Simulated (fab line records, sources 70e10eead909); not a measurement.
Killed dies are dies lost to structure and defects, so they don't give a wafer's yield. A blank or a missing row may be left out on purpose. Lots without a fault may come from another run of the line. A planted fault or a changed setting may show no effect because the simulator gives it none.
fab line records | flow nand_harc
record lots=6 wafers=18 last_day=24
route steps=1159 shown A_ONON_D1@428 END@1159
lots that met no fault: from a run of the same line without faults
start_h: hours from the record's first day to the start of the lot's first wafer shown | wait_h: hours since the lot's step before | " the same as in the row above | L1.1+2: a row that stands for several wafers | - no value, or no start given | * or withheld: withheld | < > ~ a bound
route shown NAME@n: a module of which the file shows steps, and the number in the route of the first | usual: mean/standard deviation of fault-free wafers | same: alike in all rows | chamber/n: place in a boat | sites: the reading at each site | _std_site: their standard deviation | _edge_site: outer sites' mean less inner sites' | radius_mm: how far each site lies from the wafer's centre | mask NAME#n: copy n | behind: the tool/chamber that last shaped the wafer | hold: why the lot was held/for how many hours/how that ended | device: the transistor (n, p or np) that didn't switch | end of line: the same wafers' tests at the end of the route | a step without rows: its recipe alone | killed: dies lost to structure and defects at the first sort, not the wafer's yield | map: a wafer's dies, x killed, . not, _ none there
set.NAME: the setting as run; set.NAME@STEP: as run at that earlier step | model.NAME: the simulator's own value behind a step, which no gauge read
lots at some steps of the route; a table a step, a row a wafer
services: from which hour (start_h, from the record's first day; less than 0 if before it) a tool's chamber was out of use, for how many hours, and why
## steps
# step NHARC_A_ONON_D1_DEP_06
# recipe target_thk_a=10000 n2_flow_sccm=2750 n2o_flow_sccm=2000 nh3_flow_sccm=500 sih4_flow_sccm=210 temp_c=400
# step NHARC_A_ONON_D1_THK_MEAS_08
# recipe thk_meas_gauge=ellipsometry
# usual thk_nm=998/8.2
# columns lot.wafer tool chamber start_h wait_h thk_nm
L362.1 film_metro-01 - 182.22 - 1002
L362.5 " - " " 1003
L362.6 " - " " 1004
L368.3 film_metro-02 - 208.43 - 1001
L368.4 " - " " 999
L368.6 " - " " 1000
L374.1 film_metro-02 - 249.11 - 991
L374.3 " - " " 991
L374.6 " - " " 993
L377.1 film_metro-01 - 263.37 - 989
L377.3 " - " " 989
L377.6 " - " " 989
L381.2 film_metro-01 - 298.27 - 997
L381.3 " - " " 999
L381.5 " - " " 998
L382.2 film_metro-02 - 298.50 - 1017
L382.3 " - " " 1016
L382.5 " - " " 1015
# step NHARC_A_ONON_D1_DEP_09
# recipe target_thk_a=10000 n2_flow_sccm=2750 n2o_flow_sccm=2000 nh3_flow_sccm=500 sih4_flow_sccm=210 temp_c=400
# step NHARC_A_ONON_D1_THK_MEAS_11
# recipe thk_meas_gauge=ellipsometry
# usual thk_nm=1000/8.4
# columns lot.wafer tool chamber start_h wait_h thk_nm
L362.1 film_metro-02 - 182.81 - 1010
L362.5 " - " " 1008
L362.6 " - " " 1009
L368.3 film_metro-01 - 208.99 - 996
L368.4 " - " " 996
L368.6 " - " " 995
L374.1 film_metro-02 - 249.81 - 1006
L374.3 " - " " 1007
L374.6 " - " " 1005
L377.1 film_metro-01 - 263.93 - 1005
L377.3 " - " " 1006
L377.6 " - " " 1006
L381.2 film_metro-02 - 298.85 - 983
L381.3 " - " " 981
L381.5 " - " " 980
L382.2 film_metro-01 - 299.08 - 1002
L382.3 " - " " 1003
L382.5 " - " " 1001
# step NHARC_A_ONON_D1_DEP_12
# recipe target_thk_a=10000 n2_flow_sccm=2750 n2o_flow_sccm=2000 nh3_flow_sccm=500 sih4_flow_sccm=210 temp_c=400
# step NHARC_A_ONON_D1_THK_MEAS_14
# recipe thk_meas_gauge=ellipsometry
# usual thk_nm=1001/11
# columns lot.wafer tool chamber start_h wait_h thk_nm
L362.1 film_metro-02 - 183.40 - 973
L362.5 " - " " 975
L362.6 " - " " 976
L368.3 film_metro-02 - 209.56 - 995
L368.4 " - " " 994
L368.6 " - " " 994
L374.1 film_metro-01 - 250.51 - 992
L374.3 " - " " 995
L374.6 " - " " 995
L377.1 film_metro-02 - 264.49 - 1002
L377.3 " - " " 1000
L377.6 " - " " 1000
L381.2 film_metro-01 - 299.46 - 1007
L381.3 " - " " 1008
L381.5 " - " " 1008
L382.2 film_metro-01 - 299.64 - 1000
L382.3 " - " " 999
L382.5 " - " " 999
# step NHARC_A_ONON_D1_ANNEAL_15
# recipe temp_c=750 time_s=3600
# step NHARC_A_ONON_D1_DEP_16
# recipe target_thk_a=10000 n2_flow_sccm=2750 n2o_flow_sccm=2000 nh3_flow_sccm=500 sih4_flow_sccm=210 temp_c=400
# step NHARC_A_ONON_D1_THK_MEAS_18
# recipe thk_meas_gauge=ellipsometry
# usual thk_nm=999/9.7
# columns lot.wafer tool chamber start_h wait_h thk_nm
L362.1 film_metro-01 - 191.84 - 984
L362.5 " - " " 983
L362.6 " - " " 985
L368.3 film_metro-02 - 216.75 - 1009
L368.4 " - " " 1008
L368.6 " - " " 1008
L374.1 film_metro-01 - 258.04 - 988
L374.3 " - " " 990
L374.6 " - " " 988
L377.1 film_metro-02 - 272.44 - 985
L377.3 " - " " 985
L377.6 " - " " 983
L381.2 film_metro-02 - 307.40 - 1001
L381.3 " - " " 1001
L381.5 " - " " 1001
L382.2 film_metro-02 - 307.41 - 998
L382.3 " - " " 996
L382.5 " - " " 996
# step NHARC_A_ONON_D1_DEP_19
# recipe target_thk_a=10000 n2_flow_sccm=2750 n2o_flow_sccm=2000 nh3_flow_sccm=500 sih4_flow_sccm=210 temp_c=400
# step NHARC_A_ONON_D1_THK_MEAS_21
# recipe thk_meas_gauge=ellipsometry
# usual thk_nm=998/9.1
# columns lot.wafer tool chamber start_h wait_h thk_nm
L362.1 film_metro-01 - 192.40 - 998
L362.5 " - " " 996
L362.6 " - " " 997
L368.3 film_metro-02 - 217.32 - 992
L368.4 " - " " 992
L368.6 " - " " 990
L374.1 film_metro-01 - 258.61 - 996
L374.3 " - " " 994
L374.6 " - " " 994
L377.1 film_metro-02 - 273.01 - 1002
L377.3 " - " " 1001
L377.6 " - " " 1002
L381.2 film_metro-02 - 307.97 - 999
L381.3 " - " " 1000
L381.5 " - " " 1002
L382.2 film_metro-02 - 308.01 - 999
L382.3 " - " " 1003
L382.5 " - " " 1000
# step NHARC_A_ONON_D1_DEP_22
# recipe target_thk_a=10000 n2_flow_sccm=2750 n2o_flow_sccm=2000 nh3_flow_sccm=500 sih4_flow_sccm=210 temp_c=400
# columns lot.wafer tool chamber start_h wait_h
L362.1+5+6 pecvd_onon-02 0 192.45 0.1
L368.3+4+6 pecvd_onon-03 0 217.49 0.2
L374.1+3+6 pecvd_onon-02 0 258.66 0.1
L377.1+3+6 pecvd_onon-02 0 273.07 0.1
L381.2+3+5 pecvd_onon-03 0 308.08 0.1
L382.2+3+5 pecvd_onon-04 0 308.12 0.1
# step NHARC_A_ONON_D1_THK_MEAS_24
# recipe thk_meas_gauge=ellipsometry
# usual thk_nm=1001/7.4
# columns lot.wafer tool chamber start_h wait_h thk_nm
L362.1 film_metro-01 - 192.96 - 992
L362.5 " - " " 991
L362.6 " - " " 990
L368.3 film_metro-01 - 217.89 - 1007
L368.4 " - " " 1007
L368.6 " - " " 1008
L374.1 film_metro-02 - 259.18 - 1863
L374.3 " - " " 1864
L374.6 " - " " 1001
L377.1 film_metro-02 - 273.58 - 1867
L377.3 " - " " 1867
L377.6 " - " " 1005
L381.2 film_metro-02 - 308.54 - 1005
L381.3 " - " " 1004
L381.5 " - " " 1003
L382.2 film_metro-02 - 308.60 - 988
L382.3 " - " " 988
L382.5 " - " " 989
# step NHARC_A_ONON_D1_DEP_25
# recipe target_thk_a=10000 n2_flow_sccm=2750 n2o_flow_sccm=2000 nh3_flow_sccm=500 sih4_flow_sccm=210 temp_c=400
# step NHARC_END_SORT_01
# recipe temp_c=25
# usual killed_at_array=28/11 killed_at_other=0.6/0.85 killed_at_periphery=2.8/2.3 killed_dies=31/11 killed_open=3.1/1.6 killed_short=2.0/1.4
# same gross_dies=677
# columns lot.wafer tool chamber start_h wait_h killed_at_array killed_at_other killed_at_periphery killed_dies killed_open killed_short
L362.1 prober-01 0 459.33 2.5 33 0 4 37 4 2
L362.5 prober-01 0 462.47 3.6 32 0 1 33 2 0
L362.6 prober-01 0 463.26 3.9 34 0 3 37 4 2
L368.3 prober-02 0 492.04 3.1 19 0 3 22 4 2
L368.4 prober-02 0 492.82 3.4 9 0 3 12 2 2
L368.6 prober-02 0 494.40 3.9 12 2 2 16 3 1
L377.1 prober-02 0 531.77 2.5 666 0 11 677 8 3
L377.3 prober-02 0 533.33 3.1 672 0 5 677 1 2
L377.6 prober-02 0 535.68 3.9 40 0 3 43 2 1
L374.1 prober-02 0 543.78 2.5 676 0 1 677 2 1
L374.3 prober-02 0 545.37 3.1 674 0 3 677 2 4
L374.6 prober-02 0 547.74 4.0 23 0 1 24 2 0
L382.2 prober-01 0 573.64 2.8 25 3 3 31 0 2
L382.3 prober-01 0 574.44 3.1 31 3 8 42 1 0
L382.5 prober-01 0 576.05 3.7 31 4 9 44 5 1
L381.2 prober-02 0 575.72 2.8 30 0 7 37 0 1
L381.3 prober-02 0 576.53 3.1 37 0 4 41 4 0
L381.5 prober-02 0 578.13 3.7 38 2 2 42 4 2
# killed by level:class
L362.1 A_CHANNEL_HOLE_D1:chamber_film_flake=13 A_SLIT:chamber_film_flake=7 A_CONTACT:chamber_film_flake=5 A_STAIRCASE:chamber_film_flake=3 P_CONTACT:geometric_particle:open=1 P_M0:geometric_particle:open=1 A_CHANNEL_HOLE_D1:geometric_particle:open=1 A_SGD_CUT:geometric_particle:short=1
L362.5 A_CHANNEL_HOLE_D1:chamber_film_flake=12 A_SLIT:chamber_film_flake=11 A_WL_FILL:chamber_film_flake=5 A_STAIRCASE:chamber_film_flake=2 A_M0:geometric_particle:open=1 A_M1:geometric_particle:open=1 P_GATE:chamber_film_flake=1
L362.6 A_CHANNEL_HOLE_D1:chamber_film_flake=14 A_SLIT:chamber_film_flake=8 A_WL_FILL:chamber_film_flake=5 A_M0:geometric_particle:open=2 P_GATE:chamber_film_flake=2 A_STAIRCASE:chamber_film_flake=2 P_CONTACT:geometric_particle:open=1 A_CHANNEL_HOLE_D1:geometric_particle:open=1
L368.3 A_CHANNEL_HOLE_D1:chamber_film_flake=5 A_CONTACT:chamber_film_flake=4 A_ZERO_WELL:chamber_film_flake=3 A_STAIRCASE:chamber_film_flake=3 A_WL_FILL:geometric_particle:open=2 P_GATE:geometric_particle:short=1 P_M0:geometric_particle:short=1 A_CONTACT:geometric_particle:open=1
L368.4 A_CHANNEL_HOLE_D1:chamber_film_flake=3 A_STAIRCASE:chamber_film_flake=3 P_M1:geometric_particle:short=1 P_M2:geometric_particle:short=1 A_ONON_D1:geometric_particle:open=1 A_M0:geometric_particle:open=1 P_GATE:chamber_film_flake=1 A_BLC:chamber_film_flake=1
L368.6 A_CHANNEL_HOLE_D1:chamber_film_flake=3 A_STAIRCASE:chamber_film_flake=3 P_M1:geometric_particle:open=1 A_CHANNEL_HOLE_D1:geometric_particle:open=1 A_CHANNEL_HOLE_D1:geometric_particle:short=1 A_SGD_CUT:geometric_particle:open=1 P_GATE:chamber_film_flake=1 A_ZERO_WELL:chamber_film_flake=1
L377.1 A_ONON_D1:area_dep=614 A_CHANNEL_HOLE_D1:chamber_film_flake=25 A_SLIT:chamber_film_flake=22 P_GATE:geometric_particle:open=3 P_M0:geometric_particle:open=3 A_CONTACT:chamber_film_flake=3 P_ZERO_WELL:chamber_film_flake=2 P_CONTACT:geometric_particle:open=1
L377.3 A_ONON_D1:area_dep=636 A_CHANNEL_HOLE_D1:chamber_film_flake=24 A_SLIT:chamber_film_flake=8 P_ZERO_WELL:chamber_film_flake=4 A_CONTACT:chamber_film_flake=2 P_M0:geometric_particle:short=1 A_CONTACT:geometric_particle:open=1 A_BLC:geometric_particle:short=1
L377.6 A_CHANNEL_HOLE_D1:chamber_film_flake=20 A_SLIT:chamber_film_flake=14 P_ZERO_WELL:chamber_film_flake=3 A_CONTACT:chamber_film_flake=2 A_ONON_D1:geometric_particle:open=1 A_CHANNEL_FILL_D1:geometric_particle:short=1 A_M0:geometric_particle:open=1 A_ZERO_WELL:chamber_film_flake=1
L374.1 A_ONON_D1:area_dep=658 A_CHANNEL_HOLE_D1:chamber_film_flake=11 A_CHANNEL_FILL_D1:chamber_film_flake=2 A_CHANNEL_FILL_D1:geometric_particle:short=1 A_CONTACT:geometric_particle:open=1 A_M0:geometric_particle:open=1 P_CONTACT:chamber_film_flake=1 A_STAIRCASE:chamber_film_flake=1
L374.3 A_ONON_D1:area_dep=653 A_CHANNEL_HOLE_D1:chamber_film_flake=16 P_CONTACT:geometric_particle:short=1 P_M1:geometric_particle:open=1 A_CHANNEL_HOLE_D1:geometric_particle:open=1 A_CHANNEL_FILL_D1:geometric_particle:short=1 A_WL_FILL:geometric_particle:short=1 A_M0:geometric_particle:short=1
L374.6 A_CHANNEL_HOLE_D1:chamber_film_flake=15 A_CONTACT:chamber_film_flake=3 A_STAIRCASE:chamber_film_flake=2 P_M0:geometric_particle:open=1 A_ONON_D1:geometric_particle:open=1 A_ZERO_WELL:chamber_film_flake=1 A_CHANNEL_FILL_D1:chamber_film_flake=1
L382.2 A_SLIT:chamber_film_flake=18 THIN_TSV:chamber_film_flake=3 A_WL_FILL:geometric_particle:short=1 A_M1:geometric_particle:short=1 P_STI:chamber_film_flake=1 P_GATE:chamber_film_flake=1 P_BONDPAD:chamber_film_flake=1 A_CHANNEL_HOLE_D1:unspecified=1
L382.3 A_SLIT:chamber_film_flake=18 P_STI:chamber_film_flake=6 A_CHANNEL_HOLE_D1:unspecified=3 A_CONTACT:chamber_film_flake=3 THIN_TSV:chamber_film_flake=3 A_CHANNEL_HOLE_D1:chamber_film_flake=2 A_CHANNEL_FILL_D1:chamber_film_flake=2 A_BLC:geometric_particle:open=1
L381.2 A_SLIT:chamber_film_flake=16 A_CHANNEL_HOLE_D1:chamber_film_flake=4 P_STI:chamber_film_flake=3 A_CONTACT:chamber_film_flake=3 P_GATE:chamber_film_flake=2 A_STAIRCASE:chamber_film_flake=2 A_WL_FILL:chamber_film_flake=2 A_BONDPAD:chamber_film_flake=2
L382.5 A_SLIT:chamber_film_flake=13 P_STI:chamber_film_flake=8 A_CONTACT:chamber_film_flake=5 THIN_TSV:chamber_film_flake=4 A_CHANNEL_FILL_D1:chamber_film_flake=3 A_CONTACT:geometric_particle:open=2 A_CHANNEL_HOLE_D1:unspecified=2 A_ONON_D1:geometric_particle:open=1
L381.3 A_SLIT:chamber_film_flake=21 A_CHANNEL_HOLE_D1:chamber_film_flake=7 A_CONTACT:chamber_film_flake=4 A_CONTACT:geometric_particle:open=2 P_STI:chamber_film_flake=2 A_BONDPAD:chamber_film_flake=2 P_CONTACT:geometric_particle:open=1 A_ONON_D1:geometric_particle:open=1
L381.5 A_SLIT:chamber_film_flake=26 A_CHANNEL_HOLE_D1:chamber_film_flake=4 A_BONDPAD:chamber_film_flake=3 A_CONTACT:chamber_film_flake=2 P_STI:geometric_particle:short=1 P_CONTACT:geometric_particle:open=1 A_CHANNEL_FILL_D1:geometric_particle:open=1 A_CHANNEL_FILL_D1:geometric_particle:short=1
# map L374.1 (x killed, . not)
____________x____________
_________xxxxxxx_________
_______xxxxxxxxxxx_______
______xxxxxxxxxxxxx______
_____xxxxxxxxxxxxxxx_____
____xxxxxxxxxxxxxxxxx____
____xxxxxxxxxxxxxxxxx____
___xxxxxxxxxxxxxxxxxxx___
___xxxxxxxxxxxxxxxxxxx___
__xxxxxxxxxxxxxxxxxxxxx__
__xxxxxxxxxxxxxxxxxxxxx__
_xxxxxxxxxxxxxxxxxxxxxxx_
_xxxxxxxxxxxxxxxxxxxxxxx_
_xxxxxxxxxxxxxxxxxxxxxxx_
_xxxxxxxxxxxxxxxxxxxxxxx_
_xxxxxxxxxxxxxxxxxxxxxxx_
xxxxxxxxxxxxxxxxxxxxxxxxx
xxxxxxxxxxxxxxxxxxxxxxxxx
xxxxxxxxxxxxxxxxxxxxxxxxx
xxxxxxxxxxxxxxxxxxxxxxxxx
xxxxxxxxxxxxxxxxxxxxxxxxx
_xxxxxxxxxxxxxxxxxxxxxxx_
_xxxxxxxxxxxxxxxxxxxxxxx_
_xxxxxxxxxxxxxxxxxxxxxxx_
_xxxxxxxxxxxxxxxxxxxxxxx_
_xxxxxxxxxxxxxxxxxxxxxxx_
__xxxxxxxxxxxxxxxxxxxxx__
__xxxxxxxxxxxxxxxxxxxxx__
___xxxxxxxxxxxxxxxxxxx___
___xxxxxxxxxxxxxxxxxxx___
____xxxxxxxxxxxxxxxxx____
____xxxxxxxxxxxxxxxxx____
_____xxxxxxxxxxxxxxx_____
______xxxxxxxxxxxxx______
_______xxxxxxxxxxx_______
_________xxxxxxx_________
____________x____________
# map L377.1 (x killed, . not)
____________x____________
_________xxxxxxx_________
_______xxxxxxxxxxx_______
______xxxxxxxxxxxxx______
_____xxxxxxxxxxxxxxx_____
____xxxxxxxxxxxxxxxxx____
____xxxxxxxxxxxxxxxxx____
___xxxxxxxxxxxxxxxxxxx___
___xxxxxxxxxxxxxxxxxxx___
__xxxxxxxxxxxxxxxxxxxxx__
__xxxxxxxxxxxxxxxxxxxxx__
_xxxxxxxxxxxxxxxxxxxxxxx_
_xxxxxxxxxxxxxxxxxxxxxxx_
_xxxxxxxxxxxxxxxxxxxxxxx_
_xxxxxxxxxxxxxxxxxxxxxxx_
_xxxxxxxxxxxxxxxxxxxxxxx_
xxxxxxxxxxxxxxxxxxxxxxxxx
xxxxxxxxxxxxxxxxxxxxxxxxx
xxxxxxxxxxxxxxxxxxxxxxxxx
xxxxxxxxxxxxxxxxxxxxxxxxx
xxxxxxxxxxxxxxxxxxxxxxxxx
_xxxxxxxxxxxxxxxxxxxxxxx_
_xxxxxxxxxxxxxxxxxxxxxxx_
_xxxxxxxxxxxxxxxxxxxxxxx_
_xxxxxxxxxxxxxxxxxxxxxxx_
_xxxxxxxxxxxxxxxxxxxxxxx_
__xxxxxxxxxxxxxxxxxxxxx__
__xxxxxxxxxxxxxxxxxxxxx__
___xxxxxxxxxxxxxxxxxxx___
___xxxxxxxxxxxxxxxxxxx___
____xxxxxxxxxxxxxxxxx____
____xxxxxxxxxxxxxxxxx____
_____xxxxxxxxxxxxxxx_____
______xxxxxxxxxxxxx______
_______xxxxxxxxxxx_______
_________xxxxxxx_________
____________x____________
## services
# columns tool chamber start_h hours kind
pecvd_onon-04 - 237.00 13.0 pm
pecvd_onon-02 - 292.00 13.0 pm
## key
first_sign step=NHARC_A_ONON_D1_THK_MEAS_24 reading=thk_nm direction=up sigmas=99+ usual=1001 struck=1865
effect step=NHARC_END_SORT_01 reading=killed_at_array direction=up sigmas=57 usual=28 struck=672
more_kills_born_at NHARC_A_ONON_D1_DEP_22@pecvd_onon-02=2561
met_at NHARC_A_ONON_D1_DEP_22
struck_wafers L374.1,L374.3,L377.1,L377.3
later_rows_left_out L374.1,L374.3,L377.1,L377.3
tester_left_out L374,L377
onset_between 192.45 258.66
fault kind=process_parameter_drift tool=pecvd_onon-02 chamber=- onset_h=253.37 steps=NHARC_A_ONON_D1_DEP_22 channel=target_thk_a offset=* shape=step end_h=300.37 scope=struck_wafers_only acts_in=* stated=*
# tester_left_out: of these lots the tester's yield and bins aren't shown, on N5 and GAA mostly nor the transistor test; their killed dies are dies lost to structure and defects alone, not to doping, threshold or leakage, so they don't give the yield
# later_rows_left_out: the simulator's readings of these wafers behind a module that went badly wrong aren't trusted and aren't shown, but for the sort
